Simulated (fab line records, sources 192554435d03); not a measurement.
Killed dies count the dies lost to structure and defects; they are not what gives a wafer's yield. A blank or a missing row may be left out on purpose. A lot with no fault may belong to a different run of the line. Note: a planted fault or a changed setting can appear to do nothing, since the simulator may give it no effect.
The tool behind it: which one?	flow n5Finfet	72 wafers from 24 lots sampled at 5 of the route's 1938 steps

== WHAT EACH GAUGE READ, for each wafer ==
N5_BEOL_M6_CD_MEAS_11 targets a cd of 38.5 nm.
lot	measured	on	cdNm (nm)
L074	day 8 12:08	cdSem-02	37.8 37.6 38.1
L075	day 8 14:27	cdSem-03	37.4 38.8 39.3
L076	day 8 15:04	cdSem-02	39.1 40.0 38.0
L077	day 9 00:04	cdSem-03	37.8 39.4 37.8
L079	day 9 14:03	cdSem-02	39.3 39.0 38.2
L078	day 9 15:43	cdSem-03	38.5 37.8 38.1
L080	day 10 01:36	cdSem-02	39.1 37.6 37.8
L081	day 10 11:44	cdSem-03	38.7 38.0 37.4
L082	day 10 21:06	cdSem-01	38.1 38.9 40.3
L083	day 11 00:50	cdSem-01	37.7 38.9 38.7
L084	day 11 05:55	cdSem-03	37.9 39.1 39.7
L085	day 11 08:11	cdSem-03	38.3 39.3 38.7
L086	day 12 00:29	cdSem-03	38.3 39.1 38.5
L087	day 12 05:55	cdSem-02	37.8 38.6 37.9
L088	day 12 06:25	cdSem-02	39.1 40.6 38.5
L090	day 12 21:03	cdSem-01	37.6 37.7 37.2
L089	day 13 00:33	cdSem-03	37.4 38.4 37.8
L091	day 13 11:17	cdSem-01	38.5 38.5 38.5
L092	day 13 13:15	cdSem-02	37.9 39.1 37.8
L094	day 13 15:50	cdSem-02	38.5 38.5 38.4
L095	day 13 16:00	cdSem-03	38.4 38.2 39.0
L093	day 13 21:59	cdSem-01	39.1 38.8 38.4
L096	day 14 20:21	cdSem-02	37.2 39.1 37.3
L097	day 15 04:36	cdSem-01	39.0 38.7 38.5

== EACH LOT AND THE TOOL THAT RAN IT (in order: tool; ch and the chambers of the sampled wafers; start) ==
lot	N5_BEOL_M5_ANNEAL_49	N5_BEOL_M5_CMP_52	N5_BEOL_M6_ILD_DEP_00	N5_BEOL_M6_CURE_74
L074	pvdSputter-02, day 8 01:41	cmp-01 ch 0,2, day 8 06:27	pecvd-01 ch 0,1,2, day 8 07:04	uvCure-03 ch 0, day 8 07:08
L075	pvdSputter-03, day 8 06:26	cmp-02 ch 0,1, day 8 11:38	pecvd-01 ch 0,2, day 8 12:30	uvCure-02 ch 2, day 8 12:43
L076	pvdSputter-01, day 8 08:00	cmp-03 ch 0,1,3, day 8 12:46	pecvd-01 ch 0,1,2, day 8 13:23	uvCure-03 ch 1, day 8 13:27
L077	pvdSputter-03, day 8 15:56	cmp-03 ch 0,1,3, day 8 20:43	pecvd-01 ch 1,2, day 8 21:22	uvCure-02 ch 1, day 8 21:35
L079	pvdSputter-02, day 9 04:39	cmp-01 ch 0,1,3, day 9 09:27	pecvd-01 ch 0,1,2, day 9 10:02	uvCure-02 ch 1, day 9 10:11
L078	pvdSputter-02, day 9 09:04	cmp-01 ch 1,2,3, day 9 13:53	pecvd-01 ch 0,1,2, day 9 14:28	uvCure-01 ch 0, day 9 14:32
L080	pvdSputter-01, day 9 17:31	cmp-03 ch 0,1,2, day 9 22:29	pecvd-03 ch 0,1, day 9 23:08	uvCure-01 ch 0, day 9 23:19
L081	pvdSputter-01, day 10 04:58	cmp-02 ch 0,3, day 10 09:44	pecvd-04 ch 0,2, day 10 10:23	uvCure-01 ch 0, day 10 10:30
L082	pvdSputter-01, day 10 13:17	cmp-01 ch 0,1,3, day 10 18:02	pecvd-01 ch 0,1,2, day 10 18:41	uvCure-02 ch 0, day 10 18:44
L083	pvdSputter-02, day 10 16:20	cmp-01 ch 0,1,2, day 10 21:07	pecvd-04 ch 1,2, day 10 21:48	uvCure-02 ch 0, day 10 21:56
L084	pvdSputter-01, day 10 22:14	cmp-03 ch 0,1,2, day 11 03:08	pecvd-03 ch 0,1,2, day 11 03:44	uvCure-03 ch 0, day 11 04:06
L085	pvdSputter-03, day 11 00:58	cmp-03 ch 1,3, day 11 05:57	pecvd-03 ch 0,1,2, day 11 06:35	uvCure-03 ch 1, day 11 07:02
L086	pvdSputter-01, day 11 16:10	cmp-02 ch 0,2, day 11 21:15	pecvd-03 ch 0,2, day 11 22:41	uvCure-03 ch 2, day 11 22:55
L087	pvdSputter-03, day 11 23:26	cmp-03 ch 2,3, day 12 04:13	pecvd-03 ch 0,2, day 12 04:50	uvCure-03 ch 2, day 12 05:03
L088	pvdSputter-01, day 11 23:39	cmp-02 ch 0,1,3, day 12 04:29	pecvd-01 ch 0,1,2, day 12 05:02	uvCure-02 ch 2, day 12 05:05
L090	pvdSputter-01, day 12 13:39	cmp-03 ch 0,1,3, day 12 18:33	pecvd-03 ch 0,1,2, day 12 19:05	uvCure-01 ch 0, day 12 19:22
L089	pvdSputter-03, day 12 16:36	cmp-03 ch 0,1, day 12 21:25	pecvd-01 ch 0,1,2, day 12 22:26	uvCure-01 ch 1, day 12 22:35
L091	pvdSputter-02, day 13 00:42	cmp-01 ch 0,2, day 13 05:28	pecvd-04 ch 0,2, day 13 06:05	uvCure-03 ch 0, day 13 06:09
L092	pvdSputter-03, day 13 06:08	cmp-01 ch 0,2, day 13 10:55	pecvd-03 ch 0,1,2, day 13 11:46	uvCure-02 ch 2, day 13 11:49
L094	pvdSputter-02, day 13 07:36	cmp-02 ch 0,2,3, day 13 12:22	pecvd-01 ch 1,2, day 13 13:05	uvCure-01 ch 1, day 13 13:13
L095	pvdSputter-01, day 13 07:37	cmp-01 ch 0,3, day 13 12:41	pecvd-01 ch 0,1,2, day 13 13:17	uvCure-03 ch 1, day 13 13:34
L093	pvdSputter-01, day 13 12:56	cmp-01 ch 0,1,3, day 13 19:57	pecvd-04 ch 0,1,2, day 13 20:32	uvCure-03 ch 0, day 13 20:35
L096	pvdSputter-03, day 14 12:35	cmp-03 ch 2,3, day 14 17:22	pecvd-01 ch 0,1, day 14 18:04	uvCure-01 ch 2, day 14 18:08
L097	pvdSputter-02, day 14 18:14	cmp-01 ch 1,2, day 14 23:00	pecvd-04 ch 1,2, day 14 23:40	uvCure-01 ch 1, day 14 23:50
- N5_BEOL_M5_ANNEAL_49: time 1800 s.
- N5_BEOL_M5_CMP_52: polishes, stops on SiCOH lowk, t overpolish 6.9 s, target thk 62 nm.
- N5_BEOL_M6_ILD_DEP_00: deposits SiCOH lowk from DEMS/porogen, target thk 179.75 nm, time 33.4 s.
- N5_BEOL_M6_CURE_74: cures SiCOH lowk, time 240 s.

== AS READ BY THE TOOLS THEMSELVES (means over the sampled wafers that have a number; for cases with no such wafer, the mark the record gives instead) ==
N5_BEOL_M5_ANNEAL_49.
lot	tool	heaterPowerW (W)	susceptor_temp_C_max
L074	pvdSputter-02	839	401.1
L075	pvdSputter-03	896	401.1
L076	pvdSputter-01	846	401.2
L077	pvdSputter-03	752	400.9
L079	pvdSputter-02	838	401.1
L078	pvdSputter-02	850	401.1
L080	pvdSputter-01	826	400.8
L081	pvdSputter-01	762	400.9
L082	pvdSputter-01	839	401.0
L083	pvdSputter-02	824	400.9
L084	pvdSputter-01	877	400.8
L085	pvdSputter-03	829	401.0
L086	pvdSputter-01	835	401.0
L087	pvdSputter-03	826	401.0
L088	pvdSputter-01	779	400.6
L090	pvdSputter-01	845	400.9
L089	pvdSputter-03	831	400.8
L091	pvdSputter-02	833	400.4
L092	pvdSputter-03	897	400.7
L094	pvdSputter-02	852	400.9
L095	pvdSputter-01	846	400.5
L093	pvdSputter-01	828	400.9
L096	pvdSputter-03	827	401.2
L097	pvdSputter-02	811	401.0

N5_BEOL_M5_CMP_52.
lot	tool	barrierFieldEndpointS (s)	clearingPlatenDownForcePsi (psi)	motorCurrentA (A)	overpolishRunS (s)	timeToEndpointS (s)
L074	cmp-01	24.0	1.5018	6.5	6.896	59
L075	cmp-02	25.1	1.5018	6.5	6.901	65
L076	cmp-03	25.2	1.4995	5.7	6.905	65
L077	cmp-03	24.5	1.4989	5.9	6.891	62
L079	cmp-01	24.5	1.5003	7.0	6.899	61
L078	cmp-01	24.7	1.4995	7.3	6.892	63
L080	cmp-03	24.7	1.5017	6.0	6.899	62
L081	cmp-02	24.3	1.5034	6.1	6.902	57
L082	cmp-01	25.7	1.5017	7.1	6.887	67
L083	cmp-01	25.8	1.5012	6.6	6.901	66
L084	cmp-03	23.9	1.5012	6.2	6.897	58
L085	cmp-03	25.1	1.4999	6.0	6.906	63
L086	cmp-02	24.6	1.5020	5.3	6.897	61
L087	cmp-03	24.6	1.5003	5.5	6.903	58
L088	cmp-02	23.8	1.4999	6.3	6.903	59
L090	cmp-03	25.7	1.4997	5.8	6.909	64
L089	cmp-03	25.6	1.5025	6.1	6.901	67
L091	cmp-01	25.1	1.4984	6.5	6.904	63
L092	cmp-01	25.6	1.5040	6.5	6.901	61
L094	cmp-02	24.9	1.4982	5.7	6.896	60
L095	cmp-01	24.7	1.5002	6.7	6.905	59
L093	cmp-01	24.3	1.5006	7.0	6.904	60
L096	cmp-03	24.9	1.5006	5.7	6.904	58
L097	cmp-01	25.7	1.4997	7.2	6.904	63

N5_BEOL_M6_ILD_DEP_00.
lot	tool	heaterPowerW (W)	showerheadPlenumPTorr (Torr)	throttleValvePct (%)
L074	pecvd-01	291	5.746	13.6
L075	pecvd-01	281	5.745	13.6
L076	pecvd-01	299	5.745	13.3
L077	pecvd-01	277	5.742	13.6
L079	pecvd-01	313	5.751	13.6
L078	pecvd-01	288	5.744	13.5
L080	pecvd-03	285	5.748	13.3
L081	pecvd-04	303	5.729	13.0
L082	pecvd-01	282	5.750	13.4
L083	pecvd-04	308	5.720	13.1
L084	pecvd-03	313	5.752	13.1
L085	pecvd-03	298	5.753	13.2
L086	pecvd-03	332	5.760	13.5
L087	pecvd-03	314	5.765	13.5
L088	pecvd-01	303	5.742	13.6
L090	pecvd-03	299	5.752	13.3
L089	pecvd-01	289	5.746	13.5
L091	pecvd-04	307	5.738	13.1
L092	pecvd-03	283	5.751	13.3
L094	pecvd-01	267	5.749	13.5
L095	pecvd-01	284	5.750	13.7
L093	pecvd-04	295	5.732	13.0
L096	pecvd-01	305	5.749	13.6
L097	pecvd-04	309	5.712	13.0

N5_BEOL_M6_CURE_74.
lot	tool	lampPowerPct (%)	wafer_temp_C_max
L074	uvCure-03	52.33	387.4
L075	uvCure-02	52.28	386.3
L076	uvCure-03	52.31	387.7
L077	uvCure-02	52.30	385.9
L079	uvCure-02	52.26	386.0
L078	uvCure-01	52.37	386.6
L080	uvCure-01	52.38	386.8
L081	uvCure-01	52.32	386.5
L082	uvCure-02	52.30	387.4
L083	uvCure-02	52.28	387.4
L084	uvCure-03	52.29	387.3
L085	uvCure-03	52.34	387.3
L086	uvCure-03	52.31	387.0
L087	uvCure-03	52.30	386.6
L088	uvCure-02	52.24	386.2
L090	uvCure-01	52.32	386.9
L089	uvCure-01	52.34	386.8
L091	uvCure-03	52.32	387.6
L092	uvCure-02	52.29	386.8
L094	uvCure-01	52.26	386.2
L095	uvCure-03	52.35	387.1
L093	uvCure-03	52.29	387.6
L096	uvCure-01	52.37	385.9
L097	uvCure-01	52.29	386.4

== THE ANSWER, worked out from the rows above alone ==
Rule: the lots themselves supply what counts as usual. The widest of any qualifying gaps counts: lots, ordered by their means at a reading, are off when they make up no more than a third of the lots, leave a main group of 4 or more, and stand apart from it by 3 or more times the standard deviation of that group's means. If all means in a main group match to the digits the tables above print for the reading, that group is not used. Also off: a lot with no number at a reading for which 4 or more lots have one. Where the step has rows for the other lots, those lots are counted as sound. Order of review: gauges by route order, followed by the tools' own readings, for which a lot's mean as printed above is used. At the first step where some lot is off, the reading lying furthest off is the one used; lots without a number count as furthest.
No lot is off at any reading shown: from this, nothing can be told.

== WHAT THE SIMULATOR PUT IN ==
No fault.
